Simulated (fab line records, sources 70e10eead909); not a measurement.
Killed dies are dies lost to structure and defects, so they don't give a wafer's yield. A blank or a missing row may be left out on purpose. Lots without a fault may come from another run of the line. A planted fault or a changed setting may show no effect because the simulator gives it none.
Chamber matching | flow nand_harc | NHARC_P_M0_DESCUM_14 on rie_diel-10: 4 sister chambers
The step chemistry O2, time 3 s. 24 wafers are shown with their chamber, then 12 later ones without.

WAFERS WITH THEIR CHAMBER
wafer  | chamber | drypump_motor_current_A (A) | oes_product_au (a.u.) | rf_vpp_V (V)
L075.4 | 1       | 5.7                         | 0.989                 | 58.5
L075.5 | 2       | 5.2                         | 0.992                 | 57.5
L075.6 | 1       | 5.7                         | 0.993                 | 58.2
L079.2 | 1       | 5.7                         | 0.989                 | 57.5
L079.4 | 0       | 5.3                         | 0.999                 | 58.1
L079.6 | 0       | 5.3                         | 0.998                 | 57.0
L078.2 | 0       | 5.3                         | 1.006                 | 57.6
L078.4 | 2       | 5.2                         | 1.001                 | 59.3
L078.6 | 0       | 5.3                         | 1.006                 | 57.8
L081.1 | 3       | 5.6                         | 0.986                 | 58.1
L081.4 | 2       | 5.2                         | 0.996                 | 58.4
L081.6 | 2       | 5.2                         | 0.987                 | 57.0
L082.2 | 1       | 5.7                         | 1.002                 | 57.3
L082.4 | 0       | 5.3                         | 1.004                 | 57.1
L082.6 | 2       | 5.2                         | 1.001                 | 57.3
L087.2 | 1       | 5.6                         | 0.997                 | 57.4
L087.3 | 3       | 5.7                         | 1.004                 | 58.2
L087.6 | 1       | 5.6                         | 0.995                 | 57.4
L089.2 | 1       | 5.7                         | 0.991                 | 56.9
L089.4 | 3       | 5.7                         | 1.002                 | 58.1
L089.5 | 0       | 5.3                         | 0.991                 | 58.9
L090.1 | 3       | 5.7                         | 1.006                 | 57.1
L090.4 | 2       | 5.2                         | 0.993                 | 59.1
L090.6 | 0       | 5.3                         | 1.002                 | 57.7

SIGNATURES (means of the wafers above)
reading                 | chamber 0 | chamber 1 | chamber 2 | chamber 3 | scatter within a chamber
drypump_motor_current_A | 5.300     | 5.671     | 5.200     | 5.675     | 0.033
oes_product_au          | 1.00086   | 0.99371   | 0.99500   | 0.99950   | 0.00595
rf_vpp_V                | 57.743    | 57.600    | 58.100    | 57.875    | 0.702
Rule: a wafer's distance from a chamber is the root of the sum, over the readings, of the square of ((its reading less the chamber's mean) divided by the reading's scatter). The wafer belongs to the nearest chamber; if the next one is less than 2 further off, it can't be placed. The scatter: the root of (the sum of the squares of (reading less its chamber's mean) over the shown wafers, divided by (wafers less chambers)).

WAFERS WITHOUT THEIR CHAMBER
wafer  | drypump_motor_current_A (A) | oes_product_au (a.u.) | rf_vpp_V (V)
L092.1 | 5.7                         | 1.000                 | 58.1
L092.4 | 5.3                         | 0.992                 | 58.7
L092.6 | 5.7                         | 1.007                 | 57.9
L091.1 | 5.7                         | 0.987                 | 58.3
L091.3 | 5.2                         | 0.997                 | 58.2
L091.6 | 5.6                         | 1.006                 | 57.7
L093.2 | 5.2                         | 0.999                 | 59.3
L093.3 | 5.7                         | 1.008                 | 56.6
L093.6 | 5.2                         | 1.005                 | 58.1
L097.1 | 5.2                         | 0.986                 | 57.2
L097.4 | 5.3                         | 0.985                 | 59.4
L097.6 | 5.7                         | 0.995                 | 57.9

WHICH CHAMBER EACH WENT THROUGH
wafer  | from the rows above     | in truth
L092.1 | can't be placed: 3 or 1 | 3
L092.4 | can't be placed: 0 or 2 | 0
L092.6 | can't be placed: 3 or 1 | 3
L091.1 | can't be placed: 1 or 3 | 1
L091.3 | 2                       | 2
L091.6 | can't be placed: 3 or 1 | 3
L093.2 | can't be placed: 2 or 0 | 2
L093.3 | can't be placed: 3 or 1 | 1
L093.6 | can't be placed: 2 or 0 | 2
L097.1 | 2                       | 2
L097.4 | can't be placed: 0 or 2 | 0
L097.6 | can't be placed: 1 or 3 | 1
Placed correctly: 2 of 12. Can't be placed from these rows: 10 (the true chamber is among the candidates in 10). Placed wrongly: 0.
